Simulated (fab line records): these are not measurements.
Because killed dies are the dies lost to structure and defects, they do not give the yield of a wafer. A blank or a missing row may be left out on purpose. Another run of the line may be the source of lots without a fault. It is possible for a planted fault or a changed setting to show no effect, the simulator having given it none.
Which of the tools did it?    flow nand-harc    11 lots with 33 wafers sampled at 4 steps, on a route of 1159 steps

## WHAT THE GAUGES READ, wafer by wafer
NHARC_P_GATE_CD_MEAS_46: target cd 720 nm.
lot   measured      on         cd-nm (nm)
L494  day 5 06:41   cd-sem-01  721.3 721.2 720.8
L497  day 6 06:40   cd-sem-02  - - -
L498  day 6 07:01   cd-sem-01  719.5 722.6 719.4
L500  day 7 02:05   cd-sem-01  714.4 718.0 717.8
L502  day 7 10:01   cd-sem-03  719.5 717.4 719.3
L509  day 9 08:15   cd-sem-02  721.2 717.7 719.4
L510  day 9 10:31   cd-sem-01  720.1 716.7 718.6
L513  day 10 02:31  cd-sem-02  720.2 719.3 720.1
L512  day 10 00:33  cd-sem-02  716.0 717.3 714.5
L514  day 10 11:45  cd-sem-01  721.0 720.8 722.9
L516  day 10 23:57  cd-sem-03  718.1 719.1 718.5

## WHICH TOOL RAN EACH LOT (tool, then ch and the chambers of the sampled wafers, then the start)
lot   NHARC_P_GATE_ETCH_114                          NHARC_P_GATE_ETCH_32              NHARC_P_GATE_EXPOSE_43
L494  rie-diel-13 ch 0,1,3, day 4 19:34 or earlier   rie-si-03 ch 0,1,3, day 4 19:34   krf-scanner-02 ch 0, day 5 06:32
L497  rie-diel-03 ch 0,1,3, day 5 19:17 or earlier   rie-si-02 ch 0,2,3, day 5 19:17   krf-scanner-02 ch 0, day 6 06:30
L498  rie-diel-03 ch 0,1,3, day 5 19:37 or earlier   rie-si-03 ch 1,2,3, day 5 19:37   krf-scanner-04 ch 0, day 6 06:52
L500  rie-diel-13 ch 0,1,2, day 6 14:04 or earlier   rie-si-02 ch 0,2,3, day 6 14:04   krf-scanner-02 ch 0, day 7 01:56
L502  rie-diel-13 ch 0,1,3, day 6 22:45 or earlier   rie-si-03 ch 1,2,3, day 6 22:45   krf-scanner-03 ch 0, day 7 09:52
L509  rie-diel-03 ch 0,1, day 8 18:45 or earlier     rie-si-02 ch 0,1,2, day 8 18:45   krf-scanner-03 ch 0, day 9 08:06
L510  rie-diel-13 ch 1,2,3, day 8 23:05 or earlier   rie-si-02 ch 1,2,3, day 8 23:05   krf-scanner-02 ch 0, day 9 10:22
L513  rie-diel-13 ch 0,1, day 9 12:59 or earlier     rie-si-03 ch 0,1,2, day 9 12:59   krf-scanner-03 ch 0, day 10 02:21
L512  rie-diel-13 ch 0,2,3, day 9 13:14 or earlier   rie-si-02 ch 0,2,3, day 9 13:14   krf-scanner-04 ch 0, day 10 00:24
L514  rie-diel-13 ch 0,2,3, day 10 00:28 or earlier  rie-si-03 ch 0,1,3, day 10 00:28  krf-scanner-02 ch 0, day 10 11:35
L516  rie-diel-05 ch 0,2,3, day 10 12:38 or earlier  rie-si-03 ch 0,3, day 10 12:38    krf-scanner-03 ch 0, day 10 23:47
- NHARC_P_GATE_ETCH_114: etches the open film in CF4/O2, target depth 30 nm, overetch 3 nm, time 16.5 s.
- NHARC_P_GATE_ETCH_32: etches the open film in HBr/Cl2, target depth 150 nm, time 100.1 s.
- NHARC_P_GATE_EXPOSE_43: exposes mask P NSD, target cd 720 nm.

## THE ANSWER, worked out from the rows above alone
Rule: the lots themselves supply what counts as usual. The widest of any qualifying gaps counts: lots, ordered by their means at a reading, are off when they make up no more than a third of the lots, leave a main group of 4 or more, and stand apart from it by 3 or more times the standard deviation of that group's means. A main group is skipped when, at the precision printed for the reading in the tables above, its means are all equal. A lot without any number at a reading at which 4 lots or more have one is off too. Any other lot the step has rows for is counted as sound.
Off: L497, at NHARC_P_GATE_CD_MEAS_46 (cd-nm). Without a number there: L497. For the main group the mean is 719.1 nm and the standard deviation 1.7.
A tool fits if, at a process step before that reading, it ran every lot that is off, and no sound lot after the first of them. Those tools and the gauges at NHARC_P_GATE_CD_MEAS_46 are tried in the same way. NHARC_P_GATE_ETCH_114 gives no start for some lots, so the hours and the order of its lots are those of NHARC_P_GATE_ETCH_32. Of those tried, none fits.

## WHAT HAD BEEN PUT IN BY THE SIMULATOR
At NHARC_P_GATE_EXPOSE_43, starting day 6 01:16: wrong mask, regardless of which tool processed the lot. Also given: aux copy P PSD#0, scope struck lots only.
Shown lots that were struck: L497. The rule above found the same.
